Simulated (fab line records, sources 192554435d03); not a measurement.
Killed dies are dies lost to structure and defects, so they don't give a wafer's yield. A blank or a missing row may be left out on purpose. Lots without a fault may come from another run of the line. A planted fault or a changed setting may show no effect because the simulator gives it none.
Which tool did it? | flow n5_finfet | 24 lots, 72 wafers sampled, at 6 steps of a route of 1938

WHAT THE GAUGES READ, wafer by wafer
N5_BEOL_M1_CD_MEAS_18: pitch 36 nm, target cd 18 nm. Usual: cd_nm 17.98 nm, standard deviation 0.3.
lot  | measured     | on        | cd_nm (nm)        | flag
L074 | day 6 04:50  | cd_sem-02 | 17.75 17.83 18.27 |
L075 | day 6 10:23  | cd_sem-01 | 18.01 17.95 17.34 |
L076 | day 6 14:11  | cd_sem-03 | 18.12 18.31 17.29 |
L077 | day 7 04:04  | cd_sem-03 | 17.25 17.71 18.12 |
L078 | day 7 05:06  | cd_sem-03 | 17.65 17.59 18.06 |
L079 | day 7 12:43  | cd_sem-02 | 17.69 18.30 17.61 |
L080 | day 7 18:14  | cd_sem-02 | 18.05 18.01 17.67 |
L081 | day 8 00:12  | cd_sem-03 | 18.16 17.62 17.99 |
L082 | day 8 00:49  | cd_sem-01 | 18.03 18.28 18.17 |
L083 | day 8 15:42  | cd_sem-02 | 17.71 17.94 17.91 |
L084 | day 8 15:53  | cd_sem-02 | 17.50 18.02 17.90 |
L085 | day 8 22:32  | cd_sem-01 | 17.48 17.65 17.26 |
L086 | day 9 09:20  | cd_sem-02 | 18.17 18.12 18.03 |
L087 | day 9 09:26  | cd_sem-01 | 18.60 18.18 18.17 |
L088 | day 9 16:04  | cd_sem-02 | 17.98 17.78 17.62 |
L090 | day 10 07:33 | cd_sem-01 | 17.32 17.64 17.57 |
L091 | day 10 11:58 | cd_sem-02 | 18.17 18.55 17.90 |
L089 | day 10 12:22 | cd_sem-01 | 18.30 18.49 18.20 |
L092 | day 10 18:31 | cd_sem-03 | 17.83 18.20 17.60 |
L093 | day 10 22:11 | cd_sem-01 | 17.49 17.82 17.93 |
L094 | day 11 04:56 | cd_sem-03 | 18.14 18.27 17.69 |
L095 | day 11 13:19 | cd_sem-01 | 18.01 18.19 18.09 |
L096 | day 11 22:44 | cd_sem-03 | 18.36 18.12 17.97 |
L097 | day 11 23:11 | cd_sem-01 | 17.67 18.39 18.26 |

N5_BEOL_M1_THK_MEAS_53: measures by xrf. Usual: M1_THK 39.4 nm, standard deviation 1.5.
lot  | measured     | on            | M1_THK (nm)    | flag
L074 | day 6 11:57  | film_metro-01 | 37.0 39.9 39.6 |
L075 | day 6 15:39  | film_metro-02 | 40.4 39.4 38.1 |
L076 | day 7 02:40  | film_metro-01 | 39.5 41.8 40.8 |
L077 | day 7 16:49  | film_metro-01 | 40.1 41.2 41.2 |
L078 | day 7 19:58  | film_metro-01 | 38.6 39.1 39.1 |
L079 | day 7 21:13  | film_metro-01 | 36.2 39.6 37.3 |
L080 | day 7 23:31  | film_metro-01 | 39.2 41.1 39.7 |
L081 | day 8 08:07  | film_metro-02 | 39.0 40.6 40.1 |
L082 | day 8 11:59  | film_metro-01 | 40.0 38.4 40.8 |
L083 | day 8 22:01  | film_metro-01 | 36.3 39.0 37.7 |
L084 | day 8 21:44  | film_metro-02 | 37.9 37.8 38.4 |
L085 | day 9 08:42  | film_metro-01 | 37.0 38.4 39.3 |
L086 | day 9 15:40  | film_metro-01 | 38.2 39.4 40.2 |
L087 | day 9 18:56  | film_metro-02 | 38.3 37.8 40.5 |
L088 | day 10 00:28 | film_metro-01 | 40.8 41.9 40.7 |
L090 | day 10 16:53 | film_metro-02 | 36.9 37.9 39.5 |
L091 | day 10 21:43 | film_metro-01 | 41.5 40.8 41.4 |
L089 | day 10 21:50 | film_metro-02 | 38.5 40.0 38.4 |
L092 | day 11 01:16 | film_metro-01 | 41.7 40.1 41.5 |
L093 | day 11 04:16 | film_metro-02 | 40.9 40.0 41.2 |
L094 | day 11 16:38 | film_metro-02 | 39.7 39.6 41.0 |
L095 | day 12 01:27 | film_metro-02 | 37.3 41.5 39.6 |
L096 | day 12 04:42 | film_metro-01 | 36.3 37.9 37.8 |
L097 | day 12 12:05 | film_metro-02 | 37.0 37.2 39.4 |

N5_BEOL_M1_RS_MEAS_58: measures by four-point-probe. Usual: M1_RS 0.67 ohm/sq, standard deviation 0.034.
lot  | measured     | on            | M1_RS (ohm/sq) | flag
L074 | day 6 12:13  | film_metro-02 | 0.73 0.67 0.67 |
L075 | day 6 15:55  | film_metro-01 | 0.64 0.67 0.70 |
L076 | day 7 02:55  | film_metro-01 | 0.67 0.63 0.65 |
L077 | day 7 17:04  | film_metro-02 | 0.66 0.64 0.64 |
L078 | day 7 20:14  | film_metro-01 | 0.70 0.69 0.68 |
L079 | day 7 21:29  | film_metro-01 | 0.75 0.66 0.72 |
L080 | day 7 23:47  | film_metro-02 | 0.68 0.64 0.66 |
L081 | day 8 08:22  | film_metro-01 | 0.68 0.64 0.65 |
L082 | day 8 12:14  | film_metro-01 | 0.66 0.69 0.64 |
L083 | day 8 22:16  | film_metro-02 | 0.76 0.69 0.72 |
L084 | day 8 22:00  | film_metro-02 | 0.70 0.71 0.69 |
L085 | day 9 08:58  | film_metro-02 | 0.73 0.70 0.67 |
L086 | day 9 15:55  | film_metro-01 | 0.70 0.67 0.65 |
L087 | day 9 19:13  | film_metro-02 | 0.69 0.71 0.64 |
L088 | day 10 00:46 | film_metro-01 | 0.65 0.63 0.66 |
L090 | day 10 17:08 | film_metro-02 | 0.72 0.70 0.66 |
L091 | day 10 21:59 | film_metro-02 | 0.63 0.64 0.63 |
L089 | day 10 22:06 | film_metro-01 | 0.69 0.65 0.69 |
L092 | day 11 01:31 | film_metro-01 | 0.64 0.67 0.64 |
L093 | day 11 04:31 | film_metro-01 | 0.63 0.66 0.63 |
L094 | day 11 16:53 | film_metro-02 | 0.66 0.66 0.63 |
L095 | day 12 01:43 | film_metro-01 | 0.70 0.62 0.66 |
L096 | day 12 04:59 | film_metro-02 | 0.75 0.71 0.72 |
L097 | day 12 12:20 | film_metro-01 | 0.72 0.71 0.66 |

WHICH TOOL RAN EACH LOT (tool, then ch and the chambers of the sampled wafers, then the start)
lot  | N5_BEOL_M0_ANNEAL_133        | N5_BEOL_M1_ANNEAL_80         | N5_BEOL_M1_DEP_57
L074 | pvd_sputter-01, day 6 00:20  | pvd_sputter-02, day 6 09:31  | pecvd-02 ch 1,2, day 6 12:09
L075 | pvd_sputter-01, day 6 07:47  | pvd_sputter-03, day 6 13:25  | pecvd-02 ch 0,1,2, day 6 15:51
L076 | pvd_sputter-02, day 6 11:20  | pvd_sputter-01, day 7 00:25  | pecvd-02 ch 1,2, day 7 02:51
L077 | pvd_sputter-02, day 6 20:21  | pvd_sputter-02, day 7 11:57  | pecvd-02 ch 0,1,2, day 7 17:01
L078 | pvd_sputter-02, day 7 01:52  | pvd_sputter-02, day 7 16:39  | pecvd-03 ch 0,1,2, day 7 20:11
L079 | pvd_sputter-03, day 7 09:28  | pvd_sputter-02, day 7 18:42  | pecvd-01 ch 1,2, day 7 21:25
L080 | pvd_sputter-03, day 7 12:23  | pvd_sputter-02, day 7 20:59  | pecvd-02 ch 0,1,2, day 7 23:43
L081 | pvd_sputter-01, day 7 20:58  | pvd_sputter-01, day 8 05:52  | pecvd-01 ch 0,1, day 8 08:19
L082 | pvd_sputter-03, day 7 21:58  | pvd_sputter-02, day 8 09:42  | pecvd-03 ch 0,1,2, day 8 12:10
L083 | pvd_sputter-01, day 8 11:19  | pvd_sputter-03, day 8 19:44  | pecvd-02 ch 1,2, day 8 22:13
L084 | pvd_sputter-02, day 8 11:26  | pvd_sputter-02, day 8 19:30  | pecvd-02 ch 0,2, day 8 21:56
L085 | pvd_sputter-02, day 8 18:44  | pvd_sputter-02, day 9 06:27  | pecvd-02 ch 0,1,2, day 9 08:53
L086 | pvd_sputter-02, day 9 05:14  | pvd_sputter-01, day 9 13:20  | pecvd-01 ch 0,2, day 9 15:51
L087 | pvd_sputter-01, day 9 05:26  | pvd_sputter-02, day 9 16:40  | pecvd-02 ch 0,1, day 9 19:08
L088 | pvd_sputter-01, day 9 11:46  | pvd_sputter-03, day 9 22:14  | pecvd-02 ch 0,1, day 10 00:41
L090 | pvd_sputter-01, day 10 04:57 | pvd_sputter-02, day 10 14:38 | pecvd-01 ch 0,1, day 10 17:04
L091 | pvd_sputter-02, day 10 06:37 | pvd_sputter-03, day 10 19:23 | pecvd-02 ch 0,1,2, day 10 21:55
L089 | pvd_sputter-02, day 10 07:08 | pvd_sputter-02, day 10 19:31 | pecvd-03 ch 0,1, day 10 22:02
L092 | pvd_sputter-01, day 10 13:02 | pvd_sputter-02, day 10 23:01 | pecvd-02 ch 0,1,2, day 11 01:27
L093 | pvd_sputter-03, day 10 18:43 | pvd_sputter-02, day 11 02:01 | pecvd-02 ch 0,1,2, day 11 04:27
L094 | pvd_sputter-02, day 11 00:57 | pvd_sputter-03, day 11 14:11 | pecvd-03 ch 0,2, day 11 16:50
L095 | pvd_sputter-03, day 11 07:14 | pvd_sputter-03, day 11 23:12 | pecvd-02 ch 0,1, day 12 01:38
L096 | pvd_sputter-02, day 11 18:26 | pvd_sputter-01, day 12 02:22 | pecvd-02 ch 0,1,2, day 12 04:54
L097 | pvd_sputter-03, day 11 19:54 | pvd_sputter-03, day 12 09:50 | pecvd-03 ch 1,2, day 12 12:17
- N5_BEOL_M0_ANNEAL_133: time 60 s.
- N5_BEOL_M1_ANNEAL_80: time 240 s.
- N5_BEOL_M1_DEP_57: deposits SiCN from 3MS/NH3, target thk 8 nm, time 14 s.

WHAT THE TOOLS THEMSELVES READ (means of the sampled wafers that have a number; where no wafer has one, the mark that the record gives instead)
N5_BEOL_M0_ANNEAL_133. Usual: heater_power_w 828 W, standard deviation 99.
lot  | tool           | heater_power_w (W) | flag
L074 | pvd_sputter-01 | 810                |
L075 | pvd_sputter-01 | 893                |
L076 | pvd_sputter-02 | 805                |
L077 | pvd_sputter-02 | 835                |
L078 | pvd_sputter-02 | 769                |
L079 | pvd_sputter-03 | 888                |
L080 | pvd_sputter-03 | 776                |
L081 | pvd_sputter-01 | 801                |
L082 | pvd_sputter-03 | 907                |
L083 | pvd_sputter-01 | 806                |
L084 | pvd_sputter-02 | 868                |
L085 | pvd_sputter-02 | 861                |
L086 | pvd_sputter-02 | 853                |
L087 | pvd_sputter-01 | 695                |
L088 | pvd_sputter-01 | 892                |
L090 | pvd_sputter-01 | 800                |
L091 | pvd_sputter-02 | 803                |
L089 | pvd_sputter-02 | 818                |
L092 | pvd_sputter-01 | 810                |
L093 | pvd_sputter-03 | 837                |
L094 | pvd_sputter-02 | 868                |
L095 | pvd_sputter-03 | 922                |
L096 | pvd_sputter-02 | 786                |
L097 | pvd_sputter-03 | 832                |

N5_BEOL_M1_ANNEAL_80. Usual: heater_power_w 839 W, standard deviation 92.
lot  | tool           | heater_power_w (W) | flag
L074 | pvd_sputter-02 | 793                |
L075 | pvd_sputter-03 | 842                |
L076 | pvd_sputter-01 | 804                |
L077 | pvd_sputter-02 | 837                |
L078 | pvd_sputter-02 | 857                |
L079 | pvd_sputter-02 | 782                |
L080 | pvd_sputter-02 | 921                |
L081 | pvd_sputter-01 | 809                |
L082 | pvd_sputter-02 | 875                |
L083 | pvd_sputter-03 | 865                |
L084 | pvd_sputter-02 | 901                |
L085 | pvd_sputter-02 | 804                |
L086 | pvd_sputter-01 | 833                |
L087 | pvd_sputter-02 | 861                |
L088 | pvd_sputter-03 | 906                |
L090 | pvd_sputter-02 | 733                |
L091 | pvd_sputter-03 | 821                |
L089 | pvd_sputter-02 | 829                |
L092 | pvd_sputter-02 | 867                |
L093 | pvd_sputter-02 | 849                |
L094 | pvd_sputter-03 | 860                |
L095 | pvd_sputter-03 | 815                |
L096 | pvd_sputter-01 | 878                |
L097 | pvd_sputter-03 | 838                |

N5_BEOL_M1_DEP_57. Usual: showerhead_plenum_p_Torr 3.661 Torr, standard deviation 0.013; showerhead_vpp_V 882 V, standard deviation 40; throttle_valve_pct 9.0 %, standard deviation 0.42.
lot  | tool     | showerhead_plenum_p_Torr (Torr) | showerhead_vpp_V (V) | throttle_valve_pct (%) | flag
L074 | pecvd-02 | 3.656                           | 877                  | 9.2                    |
L075 | pecvd-02 | 3.655                           | 870                  | 9.2                    |
L076 | pecvd-02 | 3.661                           | 888                  | 9.1                    |
L077 | pecvd-02 | 3.655                           | 862                  | 9.1                    |
L078 | pecvd-03 | 3.672                           | 922                  | 8.8                    |
L079 | pecvd-01 | 3.661                           | 891                  | 8.9                    |
L080 | pecvd-02 | 3.653                           | 872                  | 9.3                    |
L081 | pecvd-01 | 3.649                           | 893                  | 9.4                    |
L082 | pecvd-03 | 3.673                           | 927                  | 8.6                    |
L083 | pecvd-02 | 3.657                           | 887                  | 9.2                    |
L084 | pecvd-02 | 3.655                           | 846                  | 9.1                    |
L085 | pecvd-02 | 3.659                           | 867                  | 9.2                    |
L086 | pecvd-01 | 3.667                           | 907                  | 9.1                    |
L087 | pecvd-02 | 3.662                           | 850                  | 9.2                    |
L088 | pecvd-02 | 3.663                           | 852                  | 9.2                    |
L090 | pecvd-01 | 3.656                           | 885                  | 9.5                    |
L091 | pecvd-02 | 3.654                           | 862                  | 9.0                    |
L089 | pecvd-03 | 3.682                           | 886                  | 8.9                    |
L092 | pecvd-02 | 3.652                           | 861                  | 8.9                    |
L093 | pecvd-02 | 3.657                           | 867                  | 9.0                    |
L094 | pecvd-03 | 3.669                           | 909                  | 8.5                    |
L095 | pecvd-02 | 3.663                           | 848                  | 9.2                    |
L096 | pecvd-02 | 3.658                           | 855                  | 8.9                    |
L097 | pecvd-03 | 3.675                           | 928                  | 8.6                    |

THE ANSWER, worked out from the rows above alone
Rule: a lot is off if the mean of its wafers that have a number lies more than 3 standard deviations from the usual mean. A lot without any number at a reading at which 4 lots or more have one is off too. The other lots that the step has rows for count as sound. The gauges are gone through in route order, then the tools' own readings, and for those a lot's mean is taken as printed above. The first step at which some lot is off is used, and at that step the reading that is off furthest; a lot without a number counts as furthest.
No lot is off at any reading shown: from this, nothing can be told.

WHAT THE SIMULATOR HAD PUT IN
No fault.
